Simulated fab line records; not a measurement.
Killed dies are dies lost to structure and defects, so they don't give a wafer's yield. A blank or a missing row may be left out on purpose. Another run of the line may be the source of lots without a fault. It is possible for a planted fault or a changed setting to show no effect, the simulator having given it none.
The tool behind it: which one?    flow nand harc    11 lots, 33 wafers sampled, at 4 steps of a route of 1302

## WHAT THE GAUGES READ, wafer by wafer
NHARC_A_ONON_D1_THK_MEAS_08: measures by ellipsometry. Usual: thk nm 1003 nm, standard deviation 12.
lot   measured      on             thk nm (nm)              flag
L379  day 7 16:31   film metro-01  997 997 996              
L380  day 8 07:38   film metro-02  993 993 992              
L381  day 8 21:05   film metro-02  1019 1017 1020           
L382  day 9 06:50   film metro-01  1015 1019 1017           
L383  day 9 06:28   film metro-01  1023 1022 1022           
L384  day 9 15:49   film metro-01  1000 999 1000            
L385  day 10 08:19  film metro-02  980 980 979              
L386  day 11 01:11  film metro-02  1015 1014 1014           
L387  day 11 00:59  film metro-01  987 987 987              
L397  day 15 03:13  film metro-01  883 884 885 883 884 884  OFF
L398  day 15 13:07  film metro-01  873 875 874 874 875 873  OFF

## WHAT TOOL EACH LOT RAN ON (gives the tool, then ch and the chambers of the sampled wafers, and finally the start)
lot   NHARC_P_BONDPAD_PVD_17                   NHARC_P_BONDPAD_ANNEAL_28         NHARC_A_ONON_D1_DEP_06
L379  pvd sputter-01, day 6 15:03 or earlier   rtp anneal-02 ch 0, day 6 15:03   pecvd onon-02 ch 0, day 7 16:07
L380  pvd sputter-03, day 7 03:44 or earlier   rtp anneal-02 ch 0, day 7 03:44   pecvd onon-02 ch 0, day 8 07:07
L381  pvd sputter-03, day 7 16:19 or earlier   rtp anneal-02 ch 0, day 7 16:19   pecvd onon-04 ch 0, day 8 20:35
L382  pvd sputter-01, day 8 04:55 or earlier   rtp anneal-02 ch 0, day 8 04:55   pecvd onon-03 ch 0, day 9 06:19
L383  pvd sputter-01, day 8 05:39 or earlier   rtp anneal-02 ch 0, day 8 05:39   pecvd onon-03 ch 0, day 9 06:01
L384  pvd sputter-02, day 8 14:52 or earlier   rtp anneal-01 ch 0, day 8 14:52   pecvd onon-03 ch 0, day 9 15:22
L385  pvd sputter-01, day 9 06:57 or earlier   rtp anneal-02 ch 0, day 9 06:57   pecvd onon-02 ch 0, day 10 07:59
L386  pvd sputter-02, day 9 22:53 or earlier   rtp anneal-01 ch 0, day 9 22:53   pecvd onon-02 ch 0, day 11 00:41
L387  pvd sputter-01, day 9 23:46 or earlier   rtp anneal-02 ch 0, day 9 23:46   pecvd onon-04 ch 0, day 11 00:39
L397  pvd sputter-03, day 14 02:39 or earlier  rtp anneal-01 ch 0, day 14 02:39  pecvd onon-04 ch 0, day 15 02:46
L398  pvd sputter-02, day 14 11:38 or earlier  rtp anneal-01 ch 0, day 14 11:38  pecvd onon-04 ch 0, day 15 12:37
- NHARC_P_BONDPAD_PVD_17: deposits TaN, target thk 5 nm, time 8.06 s.
- NHARC_P_BONDPAD_ANNEAL_28: time 90 s.
- NHARC_A_ONON_D1_DEP_06: target thk 1000 nm.

## WHAT THE TOOLS THEMSELVES READ (means of the sampled wafers that have a number; where no wafer has one, the mark that the record gives instead)
NHARC_P_BONDPAD_PVD_17. Usual: bias v 168.7 V, standard deviation 1.8; throttle valve pct 30.2 %, standard deviation 1.3.
lot   tool            bias v (V)  throttle valve pct (%)  flag
L379  pvd sputter-01  168.7       31.6                    
L380  pvd sputter-03  169.4       29.6                    
L381  pvd sputter-03  170.9       28.4                    
L382  pvd sputter-01  168.7       31.0                    
L383  pvd sputter-01  168.2       30.2                    
L384  pvd sputter-02  169.2       29.7                    
L385  pvd sputter-01  168.6       31.3                    
L386  pvd sputter-02  168.0       29.7                    
L387  pvd sputter-01  168.6       30.9                    
L397  pvd sputter-03  170.3       28.5                    
L398  pvd sputter-02  171.0       30.7                    

NHARC_P_BONDPAD_ANNEAL_28. Usual: wafer_temp_C_max 226.4, standard deviation 0.5.
lot   tool           wafer_temp_C_max  flag
L379  rtp anneal-02  226.0             
L380  rtp anneal-02  226.2             
L381  rtp anneal-02  225.9             
L382  rtp anneal-02  226.1             
L383  rtp anneal-02  226.0             
L384  rtp anneal-01  226.9             
L385  rtp anneal-02  226.0             
L386  rtp anneal-01  226.9             
L387  rtp anneal-02  226.2             
L397  rtp anneal-01  226.7             
L398  rtp anneal-01  226.8             

NHARC_A_ONON_D1_DEP_06. Usual: susceptor temp C 399.97 C, standard deviation 0.21.
lot   tool           susceptor temp C (C)  flag
L379  pecvd onon-02  400.02                
L380  pecvd onon-02  400.00                
L381  pecvd onon-04  400.22                
L382  pecvd onon-03  399.98                
L383  pecvd onon-03  399.98                
L384  pecvd onon-03  399.82                
L385  pecvd onon-02  400.02                
L386  pecvd onon-02  400.11                
L387  pecvd onon-04  399.90                
L397  pecvd onon-04  400.20                
L398  pecvd onon-04  399.75                

## THE ANSWER, worked out from the rows above alone
Rule: a lot is off if the mean of its wafers that have a number lies more than 3 standard deviations from the usual mean. A lot without any number at a reading at which 4 lots or more have one is off too. Where the step has rows for the other lots, those lots are counted as sound. After the gauges, taken in route order, come the tools' own readings; for these a lot's mean is taken, as printed above. At the first step where some lot is off, the reading lying furthest off is the one used; lots without a number count as furthest.
Off: L397, L398 (NHARC_A_ONON_D1_THK_MEAS_08, thk nm).
A tool fits if, at a process step before that reading, it ran every lot that is off, and no sound lot after the first of them. The gauges at NHARC_A_ONON_D1_THK_MEAS_08 are tried like those tools. With no start given for some of its lots, NHARC_P_BONDPAD_PVD_17 uses the hours and lot order of NHARC_P_BONDPAD_ANNEAL_28. Can't be told from this: 3 tools fit, rtp anneal-01 at NHARC_P_BONDPAD_ANNEAL_28, pecvd onon-04 at NHARC_A_ONON_D1_DEP_06, film metro-01 at NHARC_A_ONON_D1_THK_MEAS_08.

## WHAT THE SIMULATOR PUT IN
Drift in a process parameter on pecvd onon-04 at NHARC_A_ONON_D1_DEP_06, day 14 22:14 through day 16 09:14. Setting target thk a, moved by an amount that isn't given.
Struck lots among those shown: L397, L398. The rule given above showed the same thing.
